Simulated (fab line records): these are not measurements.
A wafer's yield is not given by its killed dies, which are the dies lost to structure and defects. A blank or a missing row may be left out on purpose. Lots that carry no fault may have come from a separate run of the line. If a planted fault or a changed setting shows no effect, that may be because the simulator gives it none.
Matching of chambers | flow nandHarc | NHARC_P_GATE_STRIP_108 on rieDiel-05 has 4 sister chambers
The step strips in O2. 18 wafers are shown with their chamber, then 9 later ones without.

WAFERS WITH THEIR CHAMBER
wafer  | chamber | showerheadPlenumPTorr (Torr) | drypumpMotorCurrentA (A) | oesProductAu (a.u.)
L075.2 | 2       | 3.47                         | 6.2                      | 1.002
L075.3 | 3       | 3.63                         | 5.8                      | 1.007
L075.4 | 0       | 3.59                         | 5.9                      | 0.989
L077.1 | 3       | 3.62                         | 5.7                      | 1.004
L077.3 | 2       | 3.47                         | 6.1                      | 1.000
L077.4 | 0       | 3.58                         | 5.9                      | 0.993
L078.2 | 2       | 3.47                         | 6.1                      | 1.002
L078.5 | 2       | 3.47                         | 6.1                      | 0.995
L078.6 | 3       | 3.62                         | 5.7                      | 0.993
L080.1 | 3       | 3.62                         | 5.7                      | 0.998
L080.5 | 1       | 3.47                         | 5.8                      | 1.019
L080.6 | 2       | 3.46                         | 6.2                      | 1.002
L083.1 | 0       | 3.58                         | 6.0                      | 0.990
L083.2 | 3       | 3.62                         | 5.7                      | 1.005
L083.5 | 0       | 3.58                         | 6.0                      | 0.990
L084.4 | 3       | 3.62                         | 5.7                      | 1.007
L084.5 | 3       | 3.62                         | 5.7                      | 1.003
L084.6 | 2       | 3.46                         | 6.1                      | 1.007

SIGNATURES (averages over the wafers above)
reading               | chamber 0 | chamber 1 | chamber 2 | chamber 3 | scatter within a chamber
showerheadPlenumPTorr | 3.5825    | 3.4700    | 3.4667    | 3.6214    | 0.00458
drypumpMotorCurrentA  | 5.950     | 5.800     | 6.133     | 5.714     | 0.0477
oesProductAu          | 0.99050   | 1.01900   | 1.00133   | 1.00243   | 0.00418
Rule: for each reading, subtract the chamber's mean from the wafer's reading, divide by that reading's scatter and square the result; add these up over the readings and take the root, which gives the wafer's distance from the chamber. The wafer belongs to the nearest chamber; if the next one is less than 2 further off, it can't be placed. The scatter: the root of (the sum of the squares of (reading less its chamber's mean) over the shown wafers, divided by (wafers less chambers)).

WAFERS WITHOUT THEIR CHAMBER
wafer  | showerheadPlenumPTorr (Torr) | drypumpMotorCurrentA (A) | oesProductAu (a.u.)
L091.1 | 3.46                         | 6.1                      | 0.990
L091.2 | 3.62                         | 5.8                      | 1.026
L091.3 | 3.62                         | 5.7                      | 1.025
L093.1 | 3.61                         | 5.8                      | 1.025
L093.3 | 3.58                         | 5.9                      | 0.994
L093.6 | 3.46                         | 6.1                      | 0.992
L095.3 | 3.46                         | 6.1                      | 0.990
L095.4 | 3.61                         | 5.7                      | 1.015
L095.5 | 3.58                         | 6.0                      | 0.985

THE CHAMBER EACH PASSED THROUGH
wafer  | from the rows above | in truth
L091.1 | 2                   | 2
L091.2 | 3                   | 3
L091.3 | 3                   | 3
L093.1 | 3                   | 3
L093.3 | 0                   | 0
L093.6 | 2                   | 2
L095.3 | 2                   | 2
L095.4 | 3                   | 3
L095.5 | 0                   | 0
Correct placement for 9 of the 9. Not placeable from these rows: 0. 0 placed wrongly.
